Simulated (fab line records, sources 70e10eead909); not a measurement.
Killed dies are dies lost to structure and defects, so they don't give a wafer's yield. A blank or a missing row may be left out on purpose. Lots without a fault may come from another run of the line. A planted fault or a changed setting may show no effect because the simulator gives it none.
Chamber matching | flow nand_harc | NHARC_A_STAIRCASE_DESCUM_168 on rie_diel-07: 4 sister chambers
The step chemistry O2, time 3 s. 8 wafers are shown with their chamber, then 8 later ones without.

WAFERS WITH THEIR CHAMBER
wafer  | chamber | showerhead_plenum_p_Torr (Torr) | drypump_motor_current_A (A)
L078.4 | 1       | 1.80                            | 5.7
L078.6 | 2       | 2.00                            | 5.8
L081.4 | 3       | 1.95                            | 6.3
L081.5 | 1       | 1.80                            | 5.7
L085.2 | 2       | 1.99                            | 5.7
L085.4 | 0       | 1.83                            | 6.5
L085.6 | 0       | 1.83                            | 6.5
L086.2 | 3       | 1.95                            | 6.4

WAFERS WITHOUT THEIR CHAMBER
wafer  | showerhead_plenum_p_Torr (Torr) | drypump_motor_current_A (A)
L086.5 | 1.99                            | 5.7
L086.6 | 1.80                            | 5.7
L094.2 | 1.79                            | 5.7
L094.3 | 1.95                            | 6.4
L094.4 | 1.95                            | 6.3
L096.3 | 1.83                            | 6.5
L096.4 | 1.94                            | 6.4
L096.5 | 1.79                            | 5.8

WHICH CHAMBER EACH WENT THROUGH
wafer  | from the rows above | in truth
L086.5 | 2                   | 2
L086.6 | 1                   | 1
L094.2 | 1                   | 1
L094.3 | 3                   | 3
L094.4 | 3                   | 3
L096.3 | 0                   | 0
L096.4 | 3                   | 3
L096.5 | 1                   | 1
Placed correctly: 8 of 8. Can't be placed from these rows: 0. Placed wrongly: 0.
How it was worked out, from the rows above alone: a wafer's distance from a chamber is the root of the sum, over the readings, of the square of ((its reading less the chamber's mean) divided by the reading's scatter). The wafer belongs to the nearest chamber; if the next one is less than 2 further off, it can't be placed. A chamber's mean is the mean of its shown wafers. The scatter: the root of (the sum of the squares of (reading less its chamber's mean) over the shown wafers, divided by (wafers less chambers)).
